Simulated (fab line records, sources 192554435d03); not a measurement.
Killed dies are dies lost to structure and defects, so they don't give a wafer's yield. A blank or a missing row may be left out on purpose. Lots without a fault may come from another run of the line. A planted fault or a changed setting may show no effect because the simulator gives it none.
fab line records | flow n5_finfet
record lots=24 wafers=72 last_day=17
route steps=1938 shown BEOL_M0@735 BEOL_M1@769 BEOL_M2@863
lots that met no fault: from a run of the same line without faults
start_h: hours from the record's first day to the start of the lot's first wafer shown | wait_h: hours since the lot's step before | " the same as in the row above | L1.1+2: a row that stands for several wafers | - no value, or no start given | * or withheld: withheld | < > ~ a bound
route shown NAME@n: a module of which the file shows steps, and the number in the route of the first | usual: mean/standard deviation of fault-free wafers | same: alike in all rows | chamber/n: place in a boat | sites: the reading at each site | _std_site: their standard deviation | _edge_site: outer sites' mean less inner sites' | radius_mm: how far each site lies from the wafer's centre | mask NAME#n: copy n | behind: the tool/chamber that last shaped the wafer | hold: why the lot was held/for how many hours/how that ended | device: the transistor (n, p or np) that didn't switch | end of line: the same wafers' tests at the end of the route | a step without rows: its recipe alone | killed: dies lost to structure and defects at the first sort, not the wafer's yield | map: a wafer's dies, x killed, . not, _ none there
set.NAME: the setting as run; set.NAME@STEP: as run at that earlier step | model.NAME: the simulator's own value behind a step, which no gauge read
steps of the route over a sample of lots; a table a step, a row a wafer
services: from which hour (start_h, from the record's first day; less than 0 if before it) a tool's chamber was out of use, for how many hours, and why
## steps
# step N5_BEOL_M0_ANNEAL_117
# recipe temp_c=400 time_s=60 ambient=vacuum
# usual heater_power_w=801/79 susceptor_temp_C_max=401.0/0.38
# columns lot.wafer tool chamber start_h wait_h heater_power_w susceptor_temp_C_max
L074.1 pvd_sputter-03 - 123.67 0.0 746 400.9
L074.2 " - " " 801 400.9
L074.3 " - " " 644 400.9
L075.2 pvd_sputter-03 - 127.40 0.0 826 400.8
L075.3 " - " " 865 400.6
L075.6 " - " " 760 400.8
L077.1 pvd_sputter-03 - 136.69 0.0 826 401.0
L077.2 " - " " 729 400.3
L077.5 " - " " 757 400.6
L076.2 pvd_sputter-02 - 136.79 0.0 802 402.0
L076.5 " - " " 755 401.0
L076.6 " - " " 839 401.0
L078.2 pvd_sputter-03 - 144.86 0.0 888 400.5
L078.4 " - " " 763 400.8
L078.6 " - " " 817 401.0
L079.1 pvd_sputter-02 - 146.23 0.0 892 401.6
L079.2 " - " " 841 400.9
L079.4 " - " " 771 401.2
L080.2 pvd_sputter-01 - 150.90 0.0 759 401.0
L080.3 " - " " 899 400.9
L080.6 " - " " 898 400.5
L081.1 pvd_sputter-03 - 160.00 0.0 807 400.9
L081.3 " - " " 647 400.9
L081.6 " - " " 837 401.0
L082.2 pvd_sputter-03 - 168.24 0.0 631 401.4
L082.3 " - " " 756 400.7
L082.6 " - " " 869 401.6
L083.3 pvd_sputter-03 - 176.13 0.0 756 400.9
L083.4 " - " " 887 400.7
L083.5 " - " " 648 401.3
L084.1 pvd_sputter-03 - 178.53 0.0 880 400.9
L084.2 " - " " 649 400.6
L084.4 " - " " 741 400.5
L086.2 pvd_sputter-03 - 185.51 0.0 645 401.5
L086.3 " - " " 815 401.5
L086.4 " - " " 745 400.4
L085.1 pvd_sputter-02 - 195.63 0.0 899 400.9
L085.4 " - " " 756 401.9
L085.5 " - " " 794 400.7
L087.4 pvd_sputter-03 - 199.56 0.0 885 400.8
L087.5 " - " " 737 400.5
L087.6 " - " " 643 401.2
L088.2 pvd_sputter-03 - 200.71 0.0 750 400.7
L088.4 " - " " 812 400.9
L088.6 " - " " 814 400.7
L089.2 pvd_sputter-02 - 209.27 0.0 819 400.8
L089.3 " - " " 770 401.3
L089.6 " - " " 819 401.0
L090.4 pvd_sputter-02 - 219.93 0.0 886 401.5
L090.5 " - " " 882 401.5
L090.6 " - " " 758 401.2
L092.1 pvd_sputter-02 - 224.27 0.0 883 400.9
L092.2 " - " " 790 400.6
L092.4 " - " " 768 402.0
L091.1 pvd_sputter-02 - 224.75 0.0 911 401.0
L091.4 " - " " 761 401.6
L091.5 " - " " 827 401.6
L093.1 pvd_sputter-03 - 235.07 0.0 748 400.6
L093.3 " - " " 812 401.0
L093.4 " - " " 640 401.2
L094.4 pvd_sputter-02 - 236.79 0.0 821 401.5
L094.5 " - " " 890 401.5
L094.6 " - " " 742 401.2
L095.2 pvd_sputter-02 - 243.65 0.0 849 401.7
L095.3 " - " " 752 400.9
L095.5 " - " " 832 401.4
L096.1 pvd_sputter-01 - 256.27 0.0 907 400.9
L096.2 " - " " 776 400.8
L096.3 " - " " 936 400.9
L097.3 pvd_sputter-01 - 261.29 0.0 915 400.9
L097.4 " - " " 908 400.5
L097.6 " - " " 927 401.2
# step N5_BEOL_M1_ETCH_63
# recipe chemistry=CF4 target=SiARC target_depth_a=156 mask_material=CAR-EUV time_s=26 ion_energy_ev=80 pressure_mtorr=40 source_w=545 bias_w=36 Ar_flow_sccm=100 cf4_flow_sccm=100 ends=cleared
# usual bias_w=36.01/0.11 cf4_flow_sccm=100.00/0.3 drypump_motor_current_A=5.7/0.31 etch_rf_on_time_s=25.7/0.73 oes_product_au=0.66/0.065 rf_vpp_V=184.1/1.2 showerhead_plenum_p_Torr=2.15/0.066 throttle_valve_pct=15.69/0.17
# columns lot.wafer tool chamber start_h wait_h bias_w cf4_flow_sccm drypump_motor_current_A etch_rf_on_time_s oes_product_au rf_hours_counter_h rf_vpp_V showerhead_plenum_p_Torr throttle_valve_pct
L074.1 rie_diel-03 3 126.95 0.0 36.19 100.14 5.2 25.6 0.65 159 184.7 2.15 15.69
L074.2 " 0 " " 36.12 100.01 5.4 26.4 0.63 180 184.1 2.13 15.74
L074.3 " 1 " " 35.92 100.02 6.2 25.0 0.63 171 182.2 2.06 15.80
L075.2 rie_diel-06 2 129.86 0.0 35.95 100.20 5.5 26.9 0.59 194 184.4 2.12 15.54
L075.3 " 3 " " 36.25 100.71 5.8 25.5 0.80 23 186.5 2.18 15.66
L075.6 " 0 " " 35.95 99.98 5.8 26.4 0.63 - 182.4 2.16 15.84
L077.1 rie_diel-05 1 139.85 0.0 36.16 100.75 5.7 26.1 0.64 148 184.5 2.14 15.35
L077.2 " 0 " " 36.06 99.80 5.8 24.4 0.68 131 182.4 2.08 15.90
L077.5 " 1 " " 35.86 100.17 5.7 25.8 0.64 - 185.3 2.14 15.36
L076.2 rie_diel-05 1 140.33 0.0 35.85 99.38 5.7 26.0 0.64 148 183.4 2.14 15.36
L076.5 " 1 " " 35.90 100.17 5.7 25.9 0.63 - 185.8 2.14 15.35
L076.6 " 0 " " 36.11 99.36 5.9 24.3 0.68 - 184.0 2.08 15.91
L078.2 rie_diel-03 3 148.67 0.0 35.70 100.30 5.2 25.4 0.65 167 182.9 2.15 15.69
L078.4 " 1 " " 36.02 100.31 6.2 25.2 0.63 - 182.9 2.06 15.82
L078.6 " 3 " " 35.86 100.51 5.3 25.4 0.65 - 183.5 2.15 15.69
L079.1 rie_diel-06 3 148.92 0.0 36.17 99.52 5.8 25.1 0.79 29 184.5 2.18 15.66
L079.2 " 0 " " 36.10 100.13 5.8 26.2 0.63 143 184.5 2.15 15.85
L079.4 " 2 " " 36.00 100.40 5.5 26.8 0.59 200 183.3 2.12 15.55
L080.2 rie_diel-03 0 153.73 0.0 36.06 100.31 5.4 26.0 0.62 190 184.1 2.13 15.75
L080.3 " 1 " " 36.08 100.07 6.2 25.2 0.62 182 181.4 2.06 15.82
L080.6 " 3 " " 36.13 99.95 5.2 25.4 0.65 - 183.1 2.15 15.69
L081.1 rie_diel-06 1 164.05 0.0 35.94 99.99 5.9 26.2 0.63 166 184.3 2.23 15.74
L081.3 " 0 " " 35.95 100.01 5.8 25.7 0.63 147 183.6 2.15 15.87
L081.6 " 1 " " 35.89 100.08 5.9 26.6 0.63 - 184.5 2.23 15.75
L082.2 rie_diel-03 3 171.67 0.0 35.94 100.45 5.2 26.0 0.64 177 186.0 2.15 15.71
L082.3 " 2 " " 36.08 99.52 5.5 25.8 0.80 4 184.5 2.28 15.42
L082.6 " 1 " " 35.92 99.54 6.2 25.5 0.61 - 183.9 2.05 15.83
L083.3 rie_diel-05 2 179.80 0.0 36.09 99.87 5.6 24.2 0.76 55 184.1 2.17 15.45
L083.4 " 3 " " 35.91 99.76 6.1 26.4 0.77 13 183.5 2.27 15.60
L083.5 " 1 " " 35.94 100.21 5.7 25.8 0.63 - 183.6 2.14 15.35
L084.1 rie_diel-03 0 184.32 0.0 35.97 100.24 5.4 25.9 0.61 200 183.6 2.13 15.77
L084.2 " 3 " " 35.86 99.95 5.3 25.6 0.64 180 184.8 2.14 15.73
L084.4 " 1 " " 35.85 100.01 6.2 25.3 0.62 192 182.9 2.05 15.84
L086.2 rie_diel-06 3 188.89 0.0 35.86 100.23 5.8 25.3 0.77 40 184.2 2.17 15.68
L086.3 " 0 " " 36.01 100.03 5.8 26.1 0.63 154 184.6 2.15 15.88
L086.4 " 1 " " 36.15 99.50 5.9 26.8 0.62 173 185.6 2.23 15.76
L085.1 rie_diel-03 1 199.26 0.0 36.01 99.69 6.2 25.2 0.61 197 183.3 2.05 15.84
L085.4 " 0 " " 36.11 100.34 5.4 26.0 0.61 204 183.0 2.12 15.78
L085.5 " 3 " " 35.77 100.08 5.2 25.6 0.63 - 182.1 2.14 15.73
L087.4 rie_diel-03 1 204.92 0.0 35.94 100.38 6.2 25.4 0.62 198 182.8 2.05 15.84
L087.5 " 3 " " 36.11 100.48 5.2 25.7 0.63 - 182.5 2.14 15.75
L087.6 " 0 " " 35.90 99.67 5.4 26.2 0.60 - 183.3 2.12 15.78
L088.2 rie_diel-05 0 204.99 0.0 36.12 99.53 5.8 24.6 0.66 153 181.1 2.07 15.95
L088.4 " 3 " " 35.81 99.96 6.1 26.8 0.75 20 186.3 2.27 15.61
L088.6 " 3 " " 35.76 99.68 6.1 27.0 0.75 - 183.9 2.27 15.61
L089.2 rie_diel-03 0 213.06 0.0 36.01 99.84 5.4 26.2 0.60 208 184.6 2.12 15.79
L089.3 " 3 " " 36.16 99.73 5.2 25.5 0.64 188 183.8 2.14 15.74
L089.6 " 1 " " 35.87 100.35 6.3 25.3 0.61 - 182.3 2.05 15.87
L090.4 rie_diel-05 1 224.22 0.0 36.00 100.27 5.7 25.5 0.62 - 183.5 2.13 15.41
L090.5 " 0 " " 36.09 99.79 5.8 24.1 0.66 - 183.3 2.07 15.93
L090.6 " 3 " " 36.38 99.88 6.1 26.4 0.75 - 185.8 2.27 15.64
L092.1 rie_diel-05 1 226.94 0.0 35.74 99.81 5.7 25.7 0.62 177 183.8 2.13 15.40
L092.2 " 3 " " 36.11 100.19 6.1 26.5 0.74 29 185.3 2.27 15.64
L092.4 " 0 " " 36.10 100.03 5.9 24.6 0.66 - 182.5 2.07 15.96
L091.1 rie_diel-06 3 227.20 0.0 36.00 99.67 5.8 25.7 0.74 52 184.3 2.17 15.69
L091.4 " 0 " " 36.11 99.84 5.8 25.6 0.62 166 182.5 2.15 15.92
L091.5 " 2 " " 36.16 100.16 5.5 26.8 0.58 - 183.5 2.12 15.59
L093.1 rie_diel-06 1 238.92 0.0 35.93 99.82 5.9 26.6 0.61 189 184.6 2.22 15.80
L093.3 " 3 " " 36.13 100.19 5.8 25.6 0.75 55 186.5 2.17 15.72
L093.4 " 2 " " 35.92 100.37 5.5 26.8 0.58 226 182.6 2.11 15.62
L094.4 rie_diel-03 0 239.36 0.0 35.96 100.05 5.4 26.0 0.60 - 183.4 2.12 15.81
L094.5 " 1 " " 35.88 99.76 6.2 24.9 0.61 - 182.5 2.05 15.86
L094.6 " 3 " " 36.05 100.02 5.2 25.3 0.62 - 184.1 2.14 15.78
L095.2 rie_diel-05 2 250.84 0.0 36.05 100.10 5.6 24.7 0.73 69 185.1 2.17 15.47
L095.3 " 1 " " 35.98 99.72 5.7 25.7 0.61 186 184.6 2.13 15.43
L095.5 " 2 " " 35.99 100.22 5.6 24.5 0.74 - 184.9 2.17 15.48
L096.1 rie_diel-06 2 259.14 0.0 36.08 100.27 5.5 26.8 0.57 231 183.1 2.11 15.62
L096.2 " 1 " " 35.97 100.09 5.9 26.6 0.60 194 185.0 2.22 15.81
L096.3 " 3 " " 36.02 99.76 5.8 25.8 0.74 60 184.1 2.17 15.72
L097.3 rie_diel-03 1 265.50 0.0 36.05 99.50 6.2 25.2 0.60 220 182.7 2.04 15.90
L097.4 " 0 " " 36.16 99.92 5.4 25.9 0.60 227 184.8 2.12 15.83
L097.6 " 1 " " 36.04 99.36 6.2 25.3 0.60 - 182.6 2.04 15.88
# step N5_BEOL_M1_CD_MEAS_18
# recipe pitch_nm=36 target_cd_nm=18
# usual cd_nm=18.1/0.33
# columns lot.wafer tool chamber start_h wait_h cd_nm
L074.1 cd_sem-02 - 127.33 0.0 18.1
L074.2 " - " " 18.5
L074.3 " - " " 18.2
L075.2 cd_sem-03 - 130.24 0.1 18.5
L075.3 " - " " 18.4
L075.6 " - " " 18.5
L077.1 cd_sem-01 - 140.28 0.0 18.3
L077.2 " - " " 18.2
L077.5 " - " " 17.9
L076.2 cd_sem-02 - 140.72 0.1 17.9
L076.5 " - " " 18.2
L076.6 " - " " 18.1
L078.2 cd_sem-02 - 149.05 0.1 17.8
L078.4 " - " " 17.4
L078.6 " - " " 18.0
L079.1 cd_sem-02 - 149.30 0.0 18.0
L079.2 " - " " 18.1
L079.4 " - " " 18.3
L080.2 cd_sem-03 - 154.11 0.1 17.8
L080.3 " - " " 17.8
L080.6 " - " " 17.9
L081.1 cd_sem-03 - 164.43 0.0 18.3
L081.3 " - " " 18.0
L081.6 " - " " 18.1
L082.2 cd_sem-03 - 172.05 0.1 17.4
L082.3 " - " " 17.0
L082.6 " - " " 17.3
L083.3 cd_sem-02 - 180.18 0.1 18.4
L083.4 " - " " 17.6
L083.5 " - " " 18.0
L084.1 cd_sem-01 - 184.80 0.0 18.4
L084.2 " - " " 17.8
L084.4 " - " " 18.1
L086.2 cd_sem-02 - 189.27 0.1 18.4
L086.3 " - " " 18.1
L086.4 " - " " 17.5
L085.1 cd_sem-02 - 199.73 0.0 18.1
L085.4 " - " " 17.8
L085.5 " - " " 18.2
L087.4 cd_sem-01 - 205.43 0.1 17.8
L087.5 " - " " 17.7
L087.6 " - " " 17.7
L088.2 cd_sem-02 - 205.46 0.1 18.0
L088.4 " - " " 18.6
L088.6 " - " " 18.7
L089.2 cd_sem-01 - 213.43 0.1 17.8
L089.3 " - " " 18.2
L089.6 " - " " 18.0
L090.4 cd_sem-02 - 224.63 0.1 18.2
L090.5 " - " " 18.0
L090.6 " - " " 18.1
L092.1 cd_sem-02 - 227.31 0.0 18.4
L092.2 " - " " 18.1
L092.4 " - " " 18.0
L091.1 cd_sem-01 - 227.58 0.0 18.5
L091.4 " - " " 18.4
L091.5 " - " " 18.4
L093.1 cd_sem-02 - 239.33 0.0 18.5
L093.3 " - " " 18.7
L093.4 " - " " 18.8
L094.4 cd_sem-02 - 239.74 0.1 17.9
L094.5 " - " " 17.6
L094.6 " - " " 18.5
L095.2 cd_sem-03 - 251.24 0.1 18.4
L095.3 " - " " 18.1
L095.5 " - " " 18.0
L096.1 cd_sem-03 - 259.51 0.0 17.8
L096.2 " - " " 18.2
L096.3 " - " " 18.4
L097.3 cd_sem-01 - 265.91 0.1 18.1
L097.4 " - " " 18.4
L097.6 " - " " 17.9
# step N5_BEOL_M1_ANNEAL_51
# recipe temp_c=225 time_s=90 ambient=N2
# usual anneal_temp_c_max=225.9/0.31 wafer_temp_C_max=226.0/0.53
# columns lot.wafer tool chamber start_h wait_h anneal_temp_c_max wafer_temp_C_max
L074.1 rtp_anneal-01 0 133.56 0.1 225.8 226.6
L074.2 " 0 " " 226.2 226.2
L074.3 " 0 " " 225.9 226.6
L075.2 rtp_anneal-02 0 139.68 0.1 225.5 225.8
L075.3 " 0 " " 225.4 225.6
L075.6 " 0 " " 225.5 225.6
L077.1 rtp_anneal-01 0 145.05 0.1 226.2 226.7
L077.2 " 0 " " 226.1 226.8
L077.5 " 0 " " 226.5 226.8
L076.2 rtp_anneal-02 0 145.33 0.2 225.5 225.8
L076.5 " 0 " " 225.7 225.6
L076.6 " 0 " " 225.6 226.1
L078.2 rtp_anneal-01 0 155.41 0.1 226.6 227.5
L078.4 " 0 " " 226.0 226.7
L078.6 " 0 " " 226.7 226.2
L079.1 rtp_anneal-01 0 160.04 0.1 226.1 226.8
L079.2 " 0 " " 226.2 226.6
L079.4 " 0 " " 226.4 226.8
L080.2 rtp_anneal-02 0 163.33 0.1 225.7 225.5
L080.3 " 0 " " 225.4 225.7
L080.6 " 0 " " 225.5 225.8
L081.1 rtp_anneal-02 0 173.76 0.1 225.6 225.9
L081.3 " 0 " " 226.1 225.5
L081.6 " 0 " " 225.9 226.1
L082.2 rtp_anneal-02 0 178.57 0.1 225.6 225.7
L082.3 " 0 " " 225.6 225.7
L082.6 " 0 " " 225.6 225.4
L083.3 rtp_anneal-02 0 187.88 0.2 225.6 225.7
L083.4 " 0 " " 225.6 225.5
L083.5 " 0 " " 225.7 225.6
L084.1 rtp_anneal-01 0 193.09 0.1 225.7 227.2
L084.2 " 0 " " 226.1 226.1
L084.4 " 0 " " 225.8 226.6
L086.2 rtp_anneal-02 0 195.12 0.5 225.7 226.0
L086.3 " 0 " " 225.8 225.6
L086.4 " 0 " " 225.7 225.5
L085.1 rtp_anneal-01 0 206.71 0.1 225.8 227.0
L085.4 " 0 " " 226.1 226.8
L085.5 " 0 " " 225.9 226.8
L087.4 rtp_anneal-02 0 210.70 0.2 225.8 225.7
L087.5 " 0 " " 225.5 225.5
L087.6 " 0 " " 225.7 225.8
L088.2 rtp_anneal-02 0 212.45 0.1 225.7 226.2
L088.4 " 0 " " 225.6 226.1
L088.6 " 0 " " 225.8 225.6
L089.2 rtp_anneal-02 0 217.83 0.1 225.6 225.5
L089.3 " 0 " " 225.6 225.1
L089.6 " 0 " " 225.6 225.4
L090.4 rtp_anneal-01 0 232.27 0.2 226.1 226.3
L090.5 " 0 " " 226.1 226.5
L090.6 " 0 " " 226.1 226.2
L092.1 rtp_anneal-02 0 238.17 0.1 225.3 225.4
L092.2 " 0 " " 225.7 225.6
L092.4 " 0 " " 225.6 225.6
L091.1 rtp_anneal-01 0 239.11 0.1 226.6 226.4
L091.4 " 0 " " 226.4 227.0
L091.5 " 0 " " 226.6 226.6
L093.1 rtp_anneal-02 0 244.83 0.1 225.7 225.7
L093.3 " 0 " " 225.6 225.6
L093.4 " 0 " " 225.5 226.2
L094.4 rtp_anneal-01 0 245.26 0.2 226.0 226.7
L094.5 " 0 " " 225.8 226.7
L094.6 " 0 " " 225.9 226.4
L095.2 rtp_anneal-02 0 264.86 0.1 225.8 225.5
L095.3 " 0 " " 225.7 225.3
L095.5 " 0 " " 225.6 225.5
L096.1 rtp_anneal-01 0 267.78 0.2 226.1 227.1
L096.2 " 0 " " 226.1 226.6
L096.3 " 0 " " 226.1 226.5
L097.3 rtp_anneal-02 0 271.03 0.1 225.5 225.3
L097.4 " 0 " " 225.8 225.8
L097.6 " 0 " " 225.8 225.5
# step N5_BEOL_M2_STRIP_66
# recipe chemistry=CF4 resist=SiARC power_w=300 bias_power_w=75 pressure_mtorr=50 cf4_flow_sccm=150 rf_frequency_hz=6e+07
# usual cf4_flow_sccm=150.0/0.92 drypump_motor_current_A=5.9/0.38 oes_product_au=0.81/0.092 rf_vpp_V=271.4/1.3 showerhead_plenum_p_Torr=1.80/0.045 throttle_valve_pct=13.6/0.33
# columns lot.wafer tool chamber start_h wait_h cf4_flow_sccm drypump_motor_current_A oes_product_au rf_hours_counter_h rf_vpp_V showerhead_plenum_p_Torr throttle_valve_pct
L074.1 rie_diel-04 1 136.97 0.0 149.8 6.5 0.85 49 271.6 1.74 13.4
L074.2 " 3 " " 150.6 5.2 0.72 217 270.3 1.77 14.0
L074.3 " 2 " " 150.2 5.4 0.69 221 270.6 1.86 13.9
L075.2 rie_diel-02 1 142.90 0.0 150.7 6.3 0.87 24 273.9 1.83 13.5
L075.3 " 3 " " 150.2 5.6 0.72 203 271.4 1.85 13.7
L075.6 " 3 " " 151.0 5.6 0.71 - 272.5 1.85 13.7
L077.1 rie_diel-01 1 148.57 0.0 150.4 5.8 0.98 3 272.2 1.83 13.3
L077.2 " 3 " " 149.9 5.6 0.79 114 271.5 1.81 13.9
L077.5 " 3 " " 149.3 5.7 0.80 - 271.8 1.81 13.9
L076.2 rie_diel-01 1 148.80 0.0 149.9 5.8 0.97 3 271.5 1.83 13.3
L076.5 " 2 " " 150.4 6.4 0.68 - 270.6 1.84 13.8
L076.6 " 3 " " 149.6 5.6 0.79 - 270.8 1.81 13.9
L078.2 rie_diel-04 0 157.73 0.0 150.2 5.9 0.93 11 272.9 1.82 13.0
L078.4 " 3 " " 149.8 5.2 0.71 225 271.6 1.77 14.0
L078.6 " 3 " " 149.6 5.2 0.71 - 271.2 1.77 14.0
L079.1 rie_diel-01 3 162.23 0.0 150.1 5.6 0.78 121 270.8 1.81 13.9
L079.2 " 0 " " 149.8 5.9 0.72 209 268.6 1.72 14.0
L079.4 " 1 " " 150.2 5.8 0.95 - 272.6 1.83 13.3
L080.2 rie_diel-01 0 167.41 0.0 150.4 5.9 0.71 211 269.5 1.72 14.0
L080.3 " 1 " " 149.8 5.8 0.94 11 272.0 1.83 13.3
L080.6 " 1 " " 149.7 5.8 0.94 - 272.5 1.83 13.3
L081.1 rie_diel-02 2 176.34 0.0 150.1 6.0 0.78 98 272.6 1.83 13.4
L081.3 " 3 " " 150.0 5.6 0.70 216 271.6 1.85 13.7
L081.6 " 2 " " 150.6 6.0 0.78 - 271.0 1.83 13.4
L082.2 rie_diel-01 1 180.57 0.0 150.7 5.8 0.93 15 271.4 1.83 13.3
L082.3 " 3 " " 149.7 5.6 0.77 127 273.0 1.81 13.9
L082.6 " 2 " " 149.9 6.5 0.95 - 272.9 1.83 13.2
L083.3 rie_diel-01 3 192.03 0.0 150.5 5.6 0.78 131 271.6 1.81 13.9
L083.4 " 1 " " 149.7 5.8 0.92 19 273.3 1.83 13.3
L083.5 " 2 " " 149.7 6.5 0.94 - 271.8 1.83 13.2
L084.1 rie_diel-01 2 195.63 0.0 150.1 6.5 0.94 9 272.4 1.83 13.3
L084.2 " 3 " " 150.0 5.6 0.78 132 272.2 1.81 13.9
L084.4 " 1 " " 150.7 5.8 0.92 21 271.9 1.82 13.3
L086.2 rie_diel-04 3 199.28 0.0 149.3 5.2 0.70 240 271.5 1.77 14.1
L086.3 " 1 " " 149.8 6.6 0.82 69 268.7 1.74 13.5
L086.4 " 2 " " 150.1 5.4 0.67 242 272.5 1.86 14.0
L085.1 rie_diel-01 0 209.81 0.0 150.0 5.9 0.70 225 270.1 1.71 14.1
L085.4 " 2 " " 149.5 6.4 0.92 14 271.0 1.83 13.3
L085.5 " 0 " " 150.0 5.9 0.71 - 269.5 1.71 14.0
L087.4 rie_diel-01 3 213.14 0.0 149.4 5.6 0.78 138 272.1 1.81 13.9
L087.5 " 1 " " 150.5 5.8 0.91 - 271.3 1.82 13.3
L087.6 " 0 " " 150.7 5.9 0.70 - 271.1 1.71 14.0
L088.2 rie_diel-04 3 214.62 0.0 150.2 5.2 0.69 246 272.4 1.77 14.1
L088.4 " 1 " " 149.3 6.6 0.82 74 270.6 1.73 13.5
L088.6 " 0 " " 150.4 5.8 0.88 - 272.2 1.82 13.0
L089.2 rie_diel-01 3 220.33 0.0 150.3 5.6 0.77 141 272.3 1.80 13.9
L089.3 " 0 " " 150.3 5.9 0.70 229 269.5 1.71 14.1
L089.6 " 2 " " 150.4 6.5 0.92 - 272.0 1.83 13.2
L090.4 rie_diel-01 1 234.58 0.0 150.5 5.8 0.89 34 273.9 1.82 13.3
L090.5 " 1 " " 150.0 5.8 0.89 - 273.3 1.82 13.4
L090.6 " 2 " " 150.1 6.5 0.90 - 272.3 1.83 13.3
L092.1 rie_diel-04 0 242.47 0.0 150.4 5.9 0.86 43 272.7 1.81 13.0
L092.2 " 1 " " 150.7 6.5 0.80 86 270.2 1.73 13.5
L092.4 " 1 " " 150.2 6.5 0.79 - 269.2 1.73 13.5
L091.1 rie_diel-02 0 242.71 0.0 150.2 5.9 0.73 186 271.3 1.77 13.7
L091.4 " 0 " " 150.1 5.9 0.73 - 272.6 1.77 13.7
L091.5 " 1 " " 149.5 6.3 0.81 - 272.3 1.82 13.6
L093.1 rie_diel-04 3 250.97 0.0 150.7 5.2 0.98 0 270.5 1.76 13.6
L093.3 " 1 " " 149.4 6.6 0.80 90 271.1 1.73 13.5
L093.4 " 2 " " 150.1 5.4 0.94 7 271.4 1.85 13.5
L094.4 rie_diel-01 1 251.07 0.0 149.8 5.8 0.88 41 271.5 1.82 13.4
L094.5 " 3 " " 149.0 5.6 0.76 - 271.7 1.80 13.9
L094.6 " 0 " " 150.4 5.9 0.69 - 269.5 1.71 14.1
L095.2 rie_diel-01 1 267.80 0.0 149.4 5.8 0.88 46 273.0 1.82 13.4
L095.3 " 3 " " 149.3 5.6 0.76 157 271.8 1.80 14.0
L095.5 " 1 " " 150.3 5.8 0.86 - 270.7 1.82 13.4
L096.1 rie_diel-02 0 269.89 0.0 149.9 5.9 0.71 197 271.4 1.76 13.8
L096.2 " 2 " " 150.7 6.0 0.76 122 270.5 1.82 13.5
L096.3 " 1 " " 150.9 6.3 0.80 70 272.6 1.82 13.6
L097.3 rie_diel-04 1 275.21 0.0 149.8 6.6 0.79 99 269.6 1.73 13.5
L097.4 " 0 " " 149.3 5.9 0.84 - 272.8 1.81 13.1
L097.6 " 3 " " 150.2 5.2 0.93 - 271.2 1.76 13.6
# step N5_BEOL_M2_SURFACE_TREAT_85
# recipe gas=Ar time_s=* ion_energy_ev=* ion_current_ma_cm2=0.5 pressure_mtorr=* ar_flow_sccm=30
# usual ar_flow_sccm=29.99/0.098 throttle_valve_pct=*
# columns lot.wafer tool chamber start_h wait_h ar_flow_sccm throttle_valve_pct
L074.1 pvd_sputter-02 - 139.89 0.1 29.97 *
L074.2 " - " " 29.97 *
L074.3 " - " " 29.99 *
L075.2 pvd_sputter-01 - 145.74 0.2 30.02 *
L075.3 " - " " 29.87 *
L075.6 " - " " 29.92 *
L077.1 pvd_sputter-02 - 153.37 0.2 30.05 *
L077.2 " - " " 30.08 *
L077.5 " - " " 30.19 *
L076.2 pvd_sputter-03 - 157.42 0.1 29.96 *
L076.5 " - " " 30.13 *
L076.6 " - " " 29.99 *
L078.2 pvd_sputter-03 - 161.04 0.1 29.82 *
L078.4 " - " " 30.01 *
L078.6 " - " " 29.92 *
L079.1 pvd_sputter-03 - 167.88 0.3 30.02 *
L079.2 " - " " 29.95 *
L079.4 " - " " 30.09 *
L080.2 pvd_sputter-02 - 171.40 0.2 30.00 *
L080.3 " - " " 30.19 *
L080.6 " - " " 29.96 *
L081.1 pvd_sputter-03 - 180.01 0.5 29.93 *
L081.3 " - " " 30.00 *
L081.6 " - " " 30.09 *
L082.2 pvd_sputter-02 - 185.15 0.2 30.01 *
L082.3 " - " " 29.99 *
L082.6 " - " " 30.09 *
L083.3 pvd_sputter-02 - 195.51 0.2 30.05 *
L083.4 " - " " 29.97 *
L083.5 " - " " 30.08 *
L084.1 pvd_sputter-02 - 200.59 0.1 29.88 *
L084.2 " - " " 30.00 *
L084.4 " - " " 30.01 *
L086.2 pvd_sputter-03 - 201.73 0.3 30.01 *
L086.3 " - " " 29.93 *
L086.4 " - " " 30.06 *
L085.1 pvd_sputter-02 - 212.77 0.3 29.93 *
L085.4 " - " " 29.86 *
L085.5 " - " " 30.00 *
L087.4 pvd_sputter-02 - 215.59 0.1 29.95 *
L087.5 " - " " 30.07 *
L087.6 " - " " 30.02 *
L088.2 pvd_sputter-02 - 220.61 0.4 29.95 *
L088.4 " - " " 29.92 *
L088.6 " - " " 30.03 *
L089.2 pvd_sputter-02 - 223.84 0.1 30.02 *
L089.3 " - " " 30.21 *
L089.6 " - " " 29.98 *
L090.4 pvd_sputter-02 - 239.75 0.3 29.87 *
L090.5 " - " " 30.07 *
L090.6 " - " " 30.08 *
L092.1 pvd_sputter-02 - 244.83 0.2 30.02 *
L092.2 " - " " 30.10 *
L092.4 " - " " 29.95 *
L091.1 pvd_sputter-02 - 245.33 0.1 30.03 *
L091.4 " - " " 30.00 *
L091.5 " - " " 29.93 *
L093.1 pvd_sputter-02 - 258.53 0.1 29.92 *
L093.3 " - " " 29.96 *
L093.4 " - " " 30.04 *
L094.4 pvd_sputter-03 - 260.42 0.3 29.90 *
L094.5 " - " " 30.10 *
L094.6 " - " " 30.01 *
L095.2 pvd_sputter-01 - 270.83 1.0 30.22 *
L095.3 " - " " 30.12 *
L095.5 " - " " 30.11 *
L096.1 pvd_sputter-03 - 272.18 0.2 30.11 *
L096.2 " - " " 30.08 *
L096.3 " - " " 29.83 *
L097.3 pvd_sputter-01 - 277.89 0.2 30.03 *
L097.4 " - " " 30.10 *
L097.6 " - " " 30.11 *
## services
# columns tool chamber start_h hours kind
rie_diel-03 2 100.80 22.0 repair
rie_diel-06 1 113.13 2.7 repair
rie_diel-01 1 118.84 - clean
rie_diel-01 1 118.84 - consumable_replace:focus_ring
rie_diel-01 1 118.84 22.1 scheduled_down
rie_diel-01 1 118.84 22.1 vent_cycle
rie_diel-03 2 125.25 - clean
rie_diel-03 2 125.25 - consumable_replace:focus_ring
rie_diel-03 2 125.25 - consumable_replace:showerhead
rie_diel-03 2 125.25 35.9 scheduled_down
rie_diel-03 2 125.25 35.9 vent_cycle
rie_diel-05 3 126.60 - clean
rie_diel-05 3 126.60 - consumable_replace:focus_ring
pvd_sputter-01 - 129.27 6.9 repair
rie_diel-04 3 133.21 1.2 repair
rie_diel-05 2 147.57 7.4 repair
rie_diel-01 2 154.11 - clean
rie_diel-01 2 154.11 - consumable_replace:focus_ring
pvd_sputter-01 - 161.78 0.8 repair
rie_diel-03 2 214.25 38.8 repair
rie_diel-02 2 231.84 21.6 repair
rie_diel-04 2 265.77 9.3 repair
rie_diel-06 0 270.40 9.1 repair
rie_diel-05 2 270.47 12.0 repair
## key
fault none
